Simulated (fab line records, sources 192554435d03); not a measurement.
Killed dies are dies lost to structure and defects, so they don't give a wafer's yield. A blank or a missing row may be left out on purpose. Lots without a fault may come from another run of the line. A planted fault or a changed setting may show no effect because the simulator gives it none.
fab line records | flow n5_finfet
record lots=4 wafers=12 last_day=17
route steps=1938 shown HKMG_FIN@402 BEOL_M4@1111 PASSIVATION@1936
lots that met no fault: from a run of the same line without faults
start_h: hours from the record's first day to the start of the lot's first wafer shown | wait_h: hours since the lot's step before | " the same as in the row above | L1.1+2: a row that stands for several wafers | - no value, or no start given | * or withheld: withheld | < > ~ a bound
route shown NAME@n: a module of which the file shows steps, and the number in the route of the first | usual: mean/standard deviation of fault-free wafers | same: alike in all rows | chamber/n: place in a boat | sites: the reading at each site | _std_site: their standard deviation | _edge_site: outer sites' mean less inner sites' | radius_mm: how far each site lies from the wafer's centre | mask NAME#n: copy n | behind: the tool/chamber that last shaped the wafer | hold: why the lot was held/for how many hours/how that ended | device: the transistor (n, p or np) that didn't switch | end of line: the same wafers' tests at the end of the route | a step without rows: its recipe alone | killed: dies lost to structure and defects at the first sort, not the wafer's yield | map: a wafer's dies, x killed, . not, _ none there
set.NAME: the setting as run; set.NAME@STEP: as run at that earlier step | model.NAME: the simulator's own value behind a step, which no gauge read
lots at some steps of the route; a table a step, a row a wafer
## steps
# step N5_HKMG_FIN_ETCH_54
# recipe chemistry=CF4 target=SiARC target_depth_a=455 mask_material=CAR-ArF time_s=75.8 ion_energy_ev=80 pressure_mtorr=40 source_w=545 bias_w=36 Ar_flow_sccm=100 cf4_flow_sccm=100 ends=cleared
# step N5_HKMG_FIN_ETCH_55
# recipe chemistry=N2/H2 target=SOC target_depth_a=2400 temp_c=40 time_s=300 ion_energy_ev=200 mask_material=SiARC pressure_mtorr=30 source_w=840 bias_w=150 n2_flow_sccm=200 h2_flow_sccm=200
# step N5_HKMG_FIN_STRIP_56
# recipe chemistry=N2/H2 temp_c=40 n2_flow_sccm=200 h2_flow_sccm=200 rf_frequency_hz=6e+07
# step N5_HKMG_FIN_STRIP_57
# recipe chemistry=CF4 resist=SiARC power_w=300 bias_power_w=75 pressure_mtorr=50 cf4_flow_sccm=150 rf_frequency_hz=6e+07
# step N5_HKMG_FIN_ETCH_58
# recipe chemistry=N2/H2 target=SOC target_depth_a=2158 ion_energy_ev=50 bias_w=13 time_s=741 pressure_mtorr=30 source_w=875 n2_flow_sccm=200 h2_flow_sccm=200
# step N5_HKMG_FIN_STRIP_93
# recipe chemistry=N2/H2 material=SOC time_s=20 power_w=500 temp_c=40 pressure_mtorr=50 rf_frequency_hz=6e+07 bias_power_w=8 h2_frac=0.5 n2_flow_sccm=300 h2_flow_sccm=300
# step N5_HKMG_FIN_WET_ETCH_76
# recipe chemistry=dNH4OH mix=1:50 temp_c=25 target=Al2O3 stop_on=La2O3 target_depth_nm=2.25 dry=ipa_marangoni rinse_time_s=30 rinse_temp_c=23
# step N5_HKMG_FIN_STRIP_60
# recipe chemistry=N2/H2 power_w=2500 temp_c=300 h2_frac=0.65 time_s=360 pressure_mtorr=withheld n2_flow_sccm=1750 h2_flow_sccm=3250
# step N5_HKMG_FIN_WET_ETCH_77
# recipe chemistry=dHCl mix=1:10000 temp_c=25 target=La2O3 stop_on=HfO2 target_depth_nm=2
# step N5_HKMG_FIN_WET_ETCH_78
# recipe chemistry=dNH4OH mix=1:50 temp_c=25 target=Al2O3 stop_on=La2O3 target_depth_nm=4.5 dry=ipa_marangoni rinse_time_s=30 rinse_temp_c=23
# step N5_HKMG_FIN_ALD_79
# recipe material=TiN target_thk_a=15 temp_c=400 ald_precursor_family=TiCl4 ald_co_reactant=NH3 pulse_time_s=1 purge_time_s=3 co_reactant_purge_time_s=2 co_reactant_pulse_time_s=2 ald_cycles=68 pressure_torr=3
# step N5_HKMG_FIN_CVD_62
# recipe material=a-Si target_thk_a=30 temp_c=500 precursor=Si2H6 pressure_torr=1 time_s=20.8
# step N5_HKMG_FIN_RTA_80
# recipe temp_c=withheld time_s=2 ambient=N2 idle_temp_c=600 ramp_up_c_per_s=150 ramp_down_c_per_s=60 cool_to_c=600
# columns lot.wafer tool chamber start_h wait_h
L714.1+2+5 rtp_anneal-01 0 72.00 0.1
L718.1+4+5 rtp_anneal-02 0 101.91 0.3
L733.2+5+6 rtp_anneal-01 0 189.37 0.1
L736.1+2+4 rtp_anneal-01 0 206.19 0.2
# step N5_HKMG_FIN_PRECLEAN_64
# recipe chemistry=dHF time_s=30 temp_c=25 dilution=withheld
# step N5_HKMG_FIN_WET_ETCH_65
# recipe chemistry=TMAH temp_c=70 conc_wt_pct=5 target=a-Si stop_on=TiN time_s=49 target_depth_nm=3
# step N5_HKMG_FIN_WET_ETCH_81
# recipe chemistry=SC1 target=TiN stop_on=HfO2 mix=1:1:5 temp_c=60 time_s=57 target_depth_nm=6
# step N5_HKMG_FIN_WET_ETCH_82
# recipe chemistry=dHCl mix=1:10000 temp_c=25 target=La2O3 stop_on=HfO2 target_depth_nm=2 dry=ipa_marangoni rinse_time_s=30 rinse_temp_c=23
# step N5_HKMG_FIN_ALD_36
# recipe material=TiN target_thk_a=10 temp_c=400 ald_precursor_family=TiCl4 ald_co_reactant=NH3 pulse_time_s=1 purge_time_s=3 co_reactant_purge_time_s=2 co_reactant_pulse_time_s=2 ald_cycles=47 pressure_torr=3
# step N5_HKMG_FIN_PWFM_ALD_03
# recipe material=TiN target_thk_a=20 temp_c=400 ald_precursor_family=TiCl4 ald_co_reactant=NH3 pulse_time_s=1 purge_time_s=3 co_reactant_purge_time_s=2 co_reactant_pulse_time_s=2 ald_cycles=91 pressure_torr=3
# step N5_HKMG_FIN_COAT_29
# recipe resist=SOC temp_c=250 time_s=60 spin_rpm=1500 resist_thk_nm=300
# step N5_HKMG_FIN_COAT_30
# recipe resist=SiARC temp_c=220 time_s=60 spin_rpm=1500 resist_thk_nm=35
# step N5_HKMG_FIN_COAT_06
# recipe resist=CAR-ArF spin_rpm=1500 resist_thk_nm=90
# step N5_HKMG_FIN_EBR_08
# recipe solvent=PGMEA ebr_width_mm=1.5
# step N5_HKMG_FIN_SOFTBAKE_07
# recipe temp_c=110 time_s=60 resist=CAR-ArF
# step N5_HKMG_FIN_EXPOSE_09
# recipe mask_id=NWFM na=1.35 source_shape=conventional sigma_outer=0.8 polarization=unpolarized dose_mj=39.25
# step N5_HKMG_FIN_PEB_10
# recipe peb_temp_c=withheld peb_time_s=60 resist=CAR-ArF
# step N5_HKMG_FIN_DEVELOP_11
# recipe develop_time_s=30 developer=TMAH resist=CAR-ArF dev_temp_c=23 rinse_liquid=diw dry=air_spin
# step N5_HKMG_FIN_DESCUM_17
# recipe chemistry=O2 time_s=7.9 source_power_w=50 bias_power_w=20 pressure_mtorr=20 rf_frequency_hz=2.712e+07 temp_c=40 resist=CAR-ArF o2_flow_sccm=225
# step N5_HKMG_FIN_ETCH_31
# recipe chemistry=CF4 target=SiARC target_depth_a=455 mask_material=CAR-ArF time_s=75.8 ion_energy_ev=80 pressure_mtorr=40 source_w=545 bias_w=36 Ar_flow_sccm=100 cf4_flow_sccm=100 ends=cleared
# step N5_HKMG_FIN_ETCH_32
# recipe chemistry=N2/H2 target=SOC target_depth_a=2400 temp_c=40 time_s=300 ion_energy_ev=200 mask_material=SiARC pressure_mtorr=30 source_w=840 bias_w=150 n2_flow_sccm=200 h2_flow_sccm=200
# step N5_HKMG_FIN_STRIP_33
# recipe chemistry=N2/H2 temp_c=40 n2_flow_sccm=200 h2_flow_sccm=200 rf_frequency_hz=6e+07
# step N5_HKMG_FIN_STRIP_34
# recipe chemistry=CF4 resist=SiARC power_w=300 bias_power_w=75 pressure_mtorr=50 cf4_flow_sccm=150 rf_frequency_hz=6e+07
# step N5_HKMG_FIN_ETCH_35
# recipe chemistry=N2/H2 target=SOC target_depth_a=2158 ion_energy_ev=65 bias_w=5 source_w=3000 time_s=243.4 pressure_mtorr=30 n2_flow_sccm=200 h2_flow_sccm=200
# step N5_HKMG_FIN_STRIP_92
# recipe chemistry=N2/H2 material=SOC time_s=20 power_w=500 temp_c=40 pressure_mtorr=50 rf_frequency_hz=6e+07 bias_power_w=8 h2_frac=0.5 n2_flow_sccm=300 h2_flow_sccm=300
# step N5_HKMG_FIN_WET_ETCH_18
# recipe chemistry=SC1 target=TiN mix=1:1:5 temp_c=* time_s=55 target_depth_nm=5.2 dry=ipa_marangoni rinse_time_s=30 rinse_temp_c=23
# step N5_HKMG_FIN_STRIP_19
# recipe chemistry=N2/H2 power_w=2500 temp_c=300 h2_frac=0.65 time_s=360 pressure_mtorr=withheld n2_flow_sccm=1750 h2_flow_sccm=3250
# step N5_HKMG_FIN_ALD_91
# recipe material=TiN target_thk_a=10 temp_c=400 ald_precursor_family=TiCl4 ald_co_reactant=NH3 pulse_time_s=1 purge_time_s=3 co_reactant_purge_time_s=2 co_reactant_pulse_time_s=2 ald_cycles=47 pressure_torr=3
# step N5_HKMG_FIN_COAT_85
# recipe resist=SOC temp_c=250 time_s=60 spin_rpm=1500 resist_thk_nm=300
# step N5_BEOL_M4_RC_MEAS_101
# usual DIBL_N=36.0/2.5 DIBL_P=36.2/3 IOFF_N=0.16/0.044 IOFF_P=0.21/0.049 IOFF_P_LIN=0.100/0.017 IOFF_P_LONG=0.000106/1e-05 ION_N=671/15 ION_P=461/8.7 SS_N=71.5/0.72 SS_P=73.4/0.9 VT_N=251/4.4 VT_N_LVT=99/4.7 VT_P=-250/4 VT_P_LONG=-275.2/2.8
# columns lot.wafer tool chamber start_h wait_h DIBL_N[mV/V] DIBL_P[mV/V] IOFF_N[nA/um] IOFF_P[nA/um] IOFF_P_LIN[nA/um] IOFF_P_LONG[nA/um] ION_N[uA/um] ION_P[uA/um] SS_N[mV/dec] SS_P[mV/dec] VT_N[mV] VT_N_LVT[mV] VT_P[mV] VT_P_LONG[mV]
L714.1 prober-01 0 180.05 0.0 36.4 36.1 0.16 0.24 0.117 0.000137 668 463 71.9 73.5 251 98 -245 -271.3
L714.2 " 0 " " 34.6 33.4 0.13 0.19 0.098 0.000124 667 458 71.3 72.1 254 101 -247 -269.9
L714.5 " 0 " " 36.0 35.2 0.15 0.22 0.107 0.000116 665 460 71.6 72.7 250 100 -245 -269.2
L718.1 prober-01 0 215.44 0.0 33.3 33.9 0.12 0.17 0.084 0.000113 677 464 71.2 73.7 252 102 -253 -275.9
L718.4 " 0 " " 38.9 40.1 0.21 0.24 0.107 0.0001 690 456 72.6 74.3 247 97 -249 -277.9
L718.5 " 0 " " 34.6 34.6 0.14 0.17 0.082 9.9e-05 673 459 71.7 72.8 252 101 -255 -276.6
L733.2 prober-01 0 286.90 0.6 35.1 33.7 0.14 0.10 0.049 6.8e-05 662 429 70.4 71.8 249 80 -271 -293.5
L733.5 " 0 " " 35.3 34.5 0.13 0.10 0.049 7.6e-05 675 440 71.7 71.8 252 81 -270 -290.8
L733.6 " 0 " " 38.3 35.9 0.18 0.11 0.051 7.4e-05 678 430 72.9 72.9 249 79 -269 -294.9
L736.1 prober-01 0 308.34 0.0 41.2 40.3 0.26 0.17 0.071 7.2e-05 676 437 73.2 74.3 245 73 -265 -290.7
L736.2 " 0 " " 38.0 36.6 0.18 0.11 0.055 6.8e-05 668 433 72.3 72.7 249 77 -266 -290.6
L736.4 " 0 " " 37.1 36.0 0.17 0.11 0.054 7.4e-05 693 445 71.2 73.6 247 75 -267 -292.9
# step N5_PASSIVATION_PROBE_49
# usual defect_limited_yield=91.7/1.4 killed_at_M0_to_M3=31/11 killed_at_M4_up=13/4.6 killed_at_contacts=13/6.7 killed_at_front_end=39/9.6 killed_at_other=3.5/2.8 killed_dies=98/16 killed_open=64/11 killed_short=33/8.5 sort_bin_5_function=4.9/0.96 sort_bin_6_memory=3.1/0.59 sort_bin_8_speed=0.2/1.3 sort_n_pass=1080/23 sort_yield_pct=91.5/1.9
# same gross_dies=1180 killed_at_back_side=0 sort_bin_4_leakage[%]=0
# columns lot.wafer tool chamber start_h wait_h defect_limited_yield[%] killed_at_M0_to_M3 killed_at_M4_up killed_at_contacts killed_at_front_end killed_at_other killed_dies killed_open killed_short sort_bin_5_function[%] sort_bin_6_memory[%] sort_bin_8_speed[%] sort_n_pass sort_yield_pct[%]
L714.1 prober-02 - 277.72 0.0 91.6 29 9 35 17 9 99 63 35 4.2 3.8 0 1081 91.6
L714.2 prober-02 - 277.77 0.1 94.7 9 6 20 22 5 62 39 21 2.5 2.5 0 1118 94.7
L714.5 prober-02 - 277.92 0.2 90.6 33 10 28 40 0 111 83 27 5.3 3.6 0 1069 90.6
L718.1 prober-01 - 319.15 0.0 90.8 36 11 10 44 8 109 73 36 5.3 3.5 0 1071 90.8
L718.4 prober-01 - 319.30 0.2 91.4 30 7 15 44 5 101 65 36 5.3 3.2 0 1079 91.4
L718.5 prober-01 - 319.35 0.2 93.1 22 8 11 33 8 82 59 23 3.6 3.1 0 1098 93.1
L733.2 prober-02 - 393.09 0.1 91.3 41 8 14 34 6 103 64 38 5.3 3.1 42.5 575 48.7
L733.5 prober-02 - 393.24 0.2 92.0 26 12 16 36 4 94 58 35 5.1 2.6 2.1 1061 89.9
L733.6 prober-02 - 393.29 0.3 92.0 20 13 21 35 5 94 60 32 4.2 3.2 28.3 752 63.7
L736.1 prober-01 - 410.81 0.0 93.1 29 11 13 28 1 82 54 27 4.3 2.4 6.3 1024 86.8
L736.2 prober-01 - 410.86 0.1 91.5 26 17 14 43 0 100 60 38 4.8 3.1 26.3 770 65.3
L736.4 prober-01 - 410.96 0.2 92.4 19 10 11 46 4 90 64 24 4.0 3.6 0.2 1088 92.2
# killed by level:class
L714.1 MOL_CONTACT_COAG:geometric_particle:open=23 MOL_CONTACT_COAG:geometric_particle:short=12 BEOL_M1:geometric_particle:open=12 STI_FIN_REVEAL:geometric_particle:open=4 BEOL_M1:geometric_particle:short=4 BEOL_M3:geometric_particle:open=4 BEOL_M4:geometric_particle:open=4 PAD_METAL:geometric_particle:short=4
L714.2 MOL_CONTACT_COAG:geometric_particle:open=17 FIN_SAQP:geometric_particle:short=8 FIN_SAQP:geometric_particle:open=4 DUMMY_GATE:geometric_particle:open=4 BEOL_M0_SAQP:geometric_particle:open=3 MOL_CONTACT_COAG:geometric_particle:short=3 PASS1_CAP:geometric_particle:short=3 BEOL_M1:geometric_particle:open=2
L714.5 MOL_CONTACT_COAG:geometric_particle:open=26 STI_FIN_REVEAL:geometric_particle:open=10 BEOL_M0_SAQP:geometric_particle:open=9 BEOL_M2:geometric_particle:open=6 FIN_SAQP:geometric_particle:open=5 BEOL_M0_SAQP:geometric_particle:short=5 BEOL_M1:geometric_particle:open=5 STI_FIN_REVEAL:geometric_particle:short=3
L718.1 BEOL_M1:geometric_particle:open=12 GATE_CUT:geometric_particle:short=9 BEOL_M0:geometric_particle:open=9 FIN_SAQP:geometric_particle:short=7 STI_FIN_REVEAL:geometric_particle:open=7 MOL_CONTACT_COAG:geometric_particle:open=7 GATE_CUT:geometric_particle:open=5 BEOL_M1:geometric_particle:short=5
L718.4 MOL_CONTACT_COAG:geometric_particle:open=13 GATE_CUT:geometric_particle:short=8 STI_FIN_REVEAL:geometric_particle:open=7 DUMMY_GATE:geometric_particle:open=6 BEOL_M3:geometric_particle:open=6 GATE_CUT:geometric_particle:open=5 BEOL_M0:geometric_particle:open=5 BEOL_M1:geometric_particle:short=5
L718.5 MOL_CONTACT_COAG:geometric_particle:open=9 BEOL_M0:geometric_particle:open=5 STI_FIN_REVEAL:geometric_particle:open=5 DUMMY_GATE:geometric_particle:open=5 BEOL_M3:geometric_particle:short=5 BEOL_M4:geometric_particle:open=5 FIN_SAQP:geometric_particle:open=4 GATE_CUT:geometric_particle:open=4
L733.2 BEOL_M0_SAQP:geometric_particle:short=14 MOL_CONTACT_COAG:geometric_particle:open=10 BEOL_M0_SAQP:geometric_particle:open=7 DUMMY_GATE:geometric_particle:open=6 BEOL_M1:geometric_particle:open=6 BEOL_M3:geometric_particle:open=5 STI_FIN_REVEAL:geometric_particle:open=4 GATE_CUT:geometric_particle:short=4
L733.5 MOL_CONTACT_COAG:geometric_particle:open=14 STI_FIN_REVEAL:geometric_particle:open=8 FIN_SAQP:geometric_particle:short=7 BEOL_M0_SAQP:geometric_particle:short=7 BEOL_M0:geometric_particle:open=6 BEOL_M0_SAQP:geometric_particle:open=5 ILD0:geometric_particle:short=3 ILD0:geometric_particle:open=3
L733.6 MOL_CONTACT_COAG:geometric_particle:open=13 STI_FIN_REVEAL:geometric_particle:open=10 MOL_CONTACT_COAG:geometric_particle:short=8 GATE_CUT:geometric_particle:short=7 BEOL_M0_SAQP:geometric_particle:open=5 FIN_SAQP:geometric_particle:open=4 BEOL_M3:geometric_particle:open=4 BEOL_M4:geometric_particle:open=4
L736.1 BEOL_M0_SAQP:geometric_particle:open=11 MOL_CONTACT_COAG:geometric_particle:open=9 BEOL_M0_SAQP:geometric_particle:short=8 FIN_SAQP:geometric_particle:open=7 BEOL_M4:geometric_particle:open=6 MOL_CONTACT_COAG:geometric_particle:short=4 BEOL_M2:geometric_particle:open=4 FIN_SAQP:geometric_particle:short=3
L736.2 MOL_CONTACT_COAG:geometric_particle:open=11 FIN_SAQP:geometric_particle:short=10 BEOL_M1:geometric_particle:open=8 STI_FIN_REVEAL:geometric_particle:open=7 BEOL_M4:geometric_particle:open=6 GATE_CUT:geometric_particle:open=5 BEOL_M0_SAQP:geometric_particle:short=5 BEOL_M5:geometric_particle:open=4
L736.4 FIN_SAQP:geometric_particle:open=15 STI_FIN_REVEAL:geometric_particle:open=10 MOL_CONTACT_COAG:geometric_particle:open=10 FIN_SAQP:geometric_particle:short=6 BEOL_M1:geometric_particle:open=6 BEOL_M0_SAQP:geometric_particle:short=4 BEOL_M3:geometric_particle:open=4 GATE_CUT:geometric_particle:short=3
# map L733.2 (x killed, . not)
_________________..........x.________________
______________..x.......x......._____________
___________.x....x..x...x..........__________
__________......x......x............_________
________......x.....x.x..............._______
_______..x...x.........................______
______......x..x.........x..x..........._____
_____..............x.....................____
____.....x......................x...x.....___
___.x...x..x..........................x....__
___.x.......................x.....x........__
__.....x...........x...................x...._
__........x.x....................x.........._
_...............x.....x..x..............x....
_.....x..........xx..x.x.x..x................
_.............x.................x...........x
_.........x...x.........x.......x...x.xx.....
_.x....................x.......xx...........x
_.............x...........x.............x.x..
_........x..........x........................
_..........x...................x...........xx
__...................................x......_
__...x......x..........................x...._
___..xx........................x...........__
___x.........x............x........xx...x..__
____................x...........x..x......___
_____................................x...____
______.........xx..x...................._____
_______..............x.................______
________....x........x..........x....._______
__________.........................._________
___________....x.......x...........__________
______________......x.x..x..x..._____________
_________________.xx.........________________
# map L736.2 (x killed, . not)
_________________.x..........________________
______________.................._____________
___________..x..x................x.__________
__________....................x.x..._________
________..x............x.........x...._______
_______.........x..x............x......______
______.x.......x.........x.............._____
_____..x.....x..x.x....x.................____
____...........x.x..x...........x.........___
___....................x..........x........__
___..x....x.x.........x....................__
__x..........x.x...................x........_
__..................................x....x.._
_............x.................x.............
_..................x.x.......................
_.......x......x.......x........x............
_.....x........x.....x.....................x.
_.......................x.....x..........x...
_.....x...x.......x...xx.xx.....x............
_.........x.......x......................x...
_..........................................x.
__.....xx.x..............................x.._
__.........................................._
___x...........x............x..........x.x.__
___......x....................x.......x....__
____...........x.........x....x...........___
_____.....x.......x........x...x.........____
______..........................x......._____
_______................x..x...x.x.....x______
________......x.x........xx..........._______
__________.............x.xx........._________
___________......x............x....__________
______________...........x...x.._____________
_________________...........x________________
## key
first_sign step=N5_BEOL_M4_RC_MEAS_101 reading=VT_P_LONG direction=down sigmas=6 usual=-275.2 struck=-292.2
effect step=N5_BEOL_M4_RC_MEAS_101 reading=VT_N_LVT direction=down sigmas=4.6 usual=99 struck=78
effect step=N5_BEOL_M4_RC_MEAS_101 reading=VT_P direction=down sigmas=4.4 usual=-250 struck=-268
effect step=N5_BEOL_M4_RC_MEAS_101 reading=IOFF_P_LONG direction=down sigmas=3.4 usual=0.000106 struck=7.2e-05
effect step=N5_BEOL_M4_RC_MEAS_101 reading=ION_P direction=down sigmas=2.9 usual=461 struck=436
effect step=N5_BEOL_M4_RC_MEAS_101 reading=IOFF_P_LIN direction=down sigmas=2.6 usual=0.100 struck=0.055
effect step=N5_BEOL_M4_RC_MEAS_101 reading=IOFF_P direction=down sigmas=2 usual=0.21 struck=0.12 wafers_moved=1
effect step=N5_PASSIVATION_PROBE_49 reading=sort_bin_8_speed direction=up sigmas=13 usual=0.2 struck=17.6 wafers_moved=4
met_at N5_HKMG_FIN_RTA_80
struck_wafers L733.2,L733.5,L733.6,L736.1,L736.2,L736.4
onset_between 72.00 189.37
also_fits time
fault kind=process_parameter_drift tool=rtp_anneal-01 chamber=- onset_h=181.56 steps=N5_HKMG_FIN_RTA_80 channel=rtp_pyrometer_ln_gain offset=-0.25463 shape=step end_h=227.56
